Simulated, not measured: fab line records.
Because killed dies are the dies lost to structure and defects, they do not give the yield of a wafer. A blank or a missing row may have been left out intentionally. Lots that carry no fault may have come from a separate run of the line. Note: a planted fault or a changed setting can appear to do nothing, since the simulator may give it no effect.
Chamber matching || flow n5 finfet || N5_BEOL_M12_DESCUM_33 on rie diel-01 has 4 sister chambers
The step chemistry O2, time 7.9 s. 16 wafers are shown with their chamber, then 8 later ones without.

EACH WAFER AND ITS CHAMBER
{"wafer": "L074.1", "chamber": 0, "drypump motor current A (A)": 6.2, "showerhead plenum p Torr (Torr)": 2.00, "oes product au (a.u.)": 0.76}
{"wafer": "L074.4", "chamber": 3, "drypump motor current A (A)": 5.1, "showerhead plenum p Torr (Torr)": 1.91, "oes product au (a.u.)": 0.72}
{"wafer": "L074.6", "chamber": 3, "drypump motor current A (A)": 5.1, "showerhead plenum p Torr (Torr)": 1.91, "oes product au (a.u.)": 0.72}
{"wafer": "L080.2", "chamber": 1, "drypump motor current A (A)": 6.4, "showerhead plenum p Torr (Torr)": 2.03, "oes product au (a.u.)": 0.80}
{"wafer": "L080.4", "chamber": 3, "drypump motor current A (A)": 5.1, "showerhead plenum p Torr (Torr)": 1.90, "oes product au (a.u.)": 0.72}
{"wafer": "L080.5", "chamber": 0, "drypump motor current A (A)": 6.2, "showerhead plenum p Torr (Torr)": 1.99, "oes product au (a.u.)": 0.74}
{"wafer": "L079.1", "chamber": 1, "drypump motor current A (A)": 6.4, "showerhead plenum p Torr (Torr)": 2.03, "oes product au (a.u.)": 0.79}
{"wafer": "L079.4", "chamber": 0, "drypump motor current A (A)": 6.2, "showerhead plenum p Torr (Torr)": 1.99, "oes product au (a.u.)": 0.74}
{"wafer": "L079.6", "chamber": 3, "drypump motor current A (A)": 5.1, "showerhead plenum p Torr (Torr)": 1.90, "oes product au (a.u.)": 0.72}
{"wafer": "L084.1", "chamber": 1, "drypump motor current A (A)": 6.4, "showerhead plenum p Torr (Torr)": 2.03, "oes product au (a.u.)": 0.78}
{"wafer": "L084.3", "chamber": 0, "drypump motor current A (A)": 6.2, "showerhead plenum p Torr (Torr)": 1.99, "oes product au (a.u.)": 0.72}
{"wafer": "L084.4", "chamber": 3, "drypump motor current A (A)": 5.1, "showerhead plenum p Torr (Torr)": 1.90, "oes product au (a.u.)": 0.70}
{"wafer": "L089.2", "chamber": 1, "drypump motor current A (A)": 6.5, "showerhead plenum p Torr (Torr)": 2.03, "oes product au (a.u.)": 0.78}
{"wafer": "L089.3", "chamber": 2, "drypump motor current A (A)": 5.4, "showerhead plenum p Torr (Torr)": 2.13, "oes product au (a.u.)": 0.94}
{"wafer": "L089.5", "chamber": 2, "drypump motor current A (A)": 5.4, "showerhead plenum p Torr (Torr)": 2.13, "oes product au (a.u.)": 0.94}
{"wafer": "L076.3", "chamber": 1, "drypump motor current A (A)": 6.4, "showerhead plenum p Torr (Torr)": 2.03, "oes product au (a.u.)": 0.78}

SIGNATURES, as means of the wafers listed above
{"reading": "drypump motor current A", "chamber 0": 6.200, "chamber 1": 6.420, "chamber 2": 5.400, "chamber 3": 5.100, "scatter within a chamber": 0.0258}
{"reading": "showerhead plenum p Torr", "chamber 0": 1.9925, "chamber 1": 2.0300, "chamber 2": 2.1300, "chamber 3": 1.9040, "scatter within a chamber": 0.00403}
{"reading": "oes product au", "chamber 0": 0.7400, "chamber 1": 0.7860, "chamber 2": 0.9400, "chamber 3": 0.7160, "scatter within a chamber": 0.011}
Rule: distance of a wafer from a chamber = root of the sum over the readings of ((wafer's reading minus chamber's mean) / reading's scatter) squared. If the next closest chamber is less than 2 further off than the closest, the wafer can't be placed; otherwise it belongs to the closest. The scatter: take each reading less its chamber's mean, square it, sum over the shown wafers, divide by the number of wafers less the number of chambers, and take the root.

WAFERS WITH NO CHAMBER GIVEN
{"wafer": "L076.4", "drypump motor current A (A)": 6.2, "showerhead plenum p Torr (Torr)": 1.99, "oes product au (a.u.)": 0.73}
{"wafer": "L076.6", "drypump motor current A (A)": 6.4, "showerhead plenum p Torr (Torr)": 2.03, "oes product au (a.u.)": 0.78}
{"wafer": "L095.2", "drypump motor current A (A)": 6.4, "showerhead plenum p Torr (Torr)": 2.02, "oes product au (a.u.)": 0.77}
{"wafer": "L095.5", "drypump motor current A (A)": 5.4, "showerhead plenum p Torr (Torr)": 2.12, "oes product au (a.u.)": 0.92}
{"wafer": "L095.6", "drypump motor current A (A)": 5.1, "showerhead plenum p Torr (Torr)": 1.89, "oes product au (a.u.)": 0.68}
{"wafer": "L094.1", "drypump motor current A (A)": 6.2, "showerhead plenum p Torr (Torr)": 1.98, "oes product au (a.u.)": 0.71}
{"wafer": "L094.3", "drypump motor current A (A)": 5.1, "showerhead plenum p Torr (Torr)": 1.89, "oes product au (a.u.)": 0.68}
{"wafer": "L094.4", "drypump motor current A (A)": 6.5, "showerhead plenum p Torr (Torr)": 2.02, "oes product au (a.u.)": 0.76}

EACH ONE'S CHAMBER
{"wafer": "L076.4", "from the rows above": 0, "in truth": 0}
{"wafer": "L076.6", "from the rows above": 1, "in truth": 1}
{"wafer": "L095.2", "from the rows above": 1, "in truth": 1}
{"wafer": "L095.5", "from the rows above": 2, "in truth": 2}
{"wafer": "L095.6", "from the rows above": 3, "in truth": 3}
{"wafer": "L094.1", "from the rows above": 0, "in truth": 0}
{"wafer": "L094.3", "from the rows above": 3, "in truth": 3}
{"wafer": "L094.4", "from the rows above": 1, "in truth": 1}
Correct placement for 8 of the 8. Can't be placed from these rows: 0. Number placed wrongly: 0.
